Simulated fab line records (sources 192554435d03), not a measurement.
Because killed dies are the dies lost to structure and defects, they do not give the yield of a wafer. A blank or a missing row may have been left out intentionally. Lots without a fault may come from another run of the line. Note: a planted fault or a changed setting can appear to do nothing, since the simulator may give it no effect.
Split-lot experiment	flow n5 finfet	on a route of 1938 steps: 7 lots, 21 wafers read

SPLIT DETAILS
At N5_PASSIVATION_PECVD_00 (deposits SiO2 from SiH4/N2O, target thk 200 nm, time 11.2 s), the setting time s was moved away from the recipe's 11.2 s on 4 of the 21 wafers read, by -14.4% to +4.2%. For the rest of the wafers, this setting stayed at what the recipe calls for.

The reading comes from the split's own step.

THE READING
SiO2_of_PASSIVATION_PECVD_00.thk nm (the simulator's own value, which no gauge read), in nm, at N5_PASSIVATION_PECVD_00 (deposits SiO2 from SiH4/N2O, target thk 200 nm, time 11.2 s). There is no usual value for it anywhere in the file. Across the 17 wafers here that went through the recipe, the average is 200.5 nm and the standard deviation 2.3 nm.

wafer	tool, chamber at the split	time s as run, s	against the recipe	SiO2_of_PASSIVATION_PECVD_00.thk nm, nm	against lot-mates on the recipe
L079.3	pecvd-02, 1	11.2	recipe	198.8	-
L079.4	pecvd-02, 1	11.2	recipe	201.8	-
L079.6	pecvd-02, 2	11.2	recipe	201.4	-
L089.3	pecvd-03, 2	11.2	recipe	197.4	-
L089.5	pecvd-03, 0	11.2	recipe	203.2	-
L089.6	pecvd-03, 2	11.2	recipe	200.4	-
L085.1	pecvd-02, 2	11.2	recipe	200.4	-
L085.4	pecvd-02, 0	11.2	recipe	201.2	-
L085.5	pecvd-02, 1	11.2	recipe	201.8	-
L087.2	pecvd-03, 1	11.2	recipe	201	-
L087.3	pecvd-03, 2	11.2	recipe	199.8	-
L087.5	pecvd-03, 0	11.2	recipe	203.8	-
L090.2	pecvd-03, 0	9.588	-14.4%	169.6	-35.6
L090.5	pecvd-03, 1	9.588	-14.4%	171.6	-33.6
L090.6	pecvd-03, 2	11.2	recipe	205.2	-
L094.1	pecvd-04, 1	11.2	recipe	196	-
L094.4	pecvd-04, 0	11.2	recipe	199	-
L094.6	pecvd-04, 1	10.32	-7.9%	182.6	-14.9
L097.2	pecvd-04, 2	11.67	+4.2%	208.6	+10.0
L097.3	pecvd-04, 0	11.2	recipe	197	-
L097.6	pecvd-04, 0	11.2	recipe	200.2	-

FIT RESULTS
A straight line over all 21 wafers: SiO2_of_PASSIVATION_PECVD_00.thk nm changes by +2.09 nm for each +1% of time s; r = +0.98; the points scatter about the line by 2.3 nm.
The same after taking each lot's own level away (the mean of its wafers on the recipe; 21 wafers): +2.35 nm for each +1%; r = +0.99; scatter 1.7 nm.
That fit puts the effect of the largest move of time s on the reading at 34 nm.
The span of the lots' own levels, 197.50 to 205.20 nm, comes to 3.3 times the standard deviation stated above.
Thus the slope moves with the lot-to-lot level: the two fits are different.
Check: with one of the wafers moved furthest among these (-14.4%) left out of the fit, the line predicts -32.3 nm for it against its lot-mates. It came out at -35.6 nm against them.

OTHER SPLITS ON THESE WAFERS
Before the reading, these wafers also passed through other splits. Each is held against what the fit with the lots' levels taken away leaves over:
other split on the same wafers	wafers away from the commonest value	r with SiO2_of_PASSIVATION_PECVD_00.thk nm (lot level and that fit taken away)
N5_BEOL_M11_PECVD_70 temp c	9	-0.21
N5_BEOL_M12_PEB_08 peb temp c	4	+0.04
N5_BEOL_M13_ETCH_59 time s	5	+0.12
N5_BEOL_M14_COAT_22 spin rpm	5	-0.13
N5_BEOL_M14_PEB_26 peb temp c	8	-0.13
N5_BEOL_M15_SPUTTER_44 power w	6	+0.12

THE FILE'S OWN FIT
SiO2_of_PASSIVATION_PECVD_00.thk nm changes by +2.29 nm for each +1% of time s, r = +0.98.
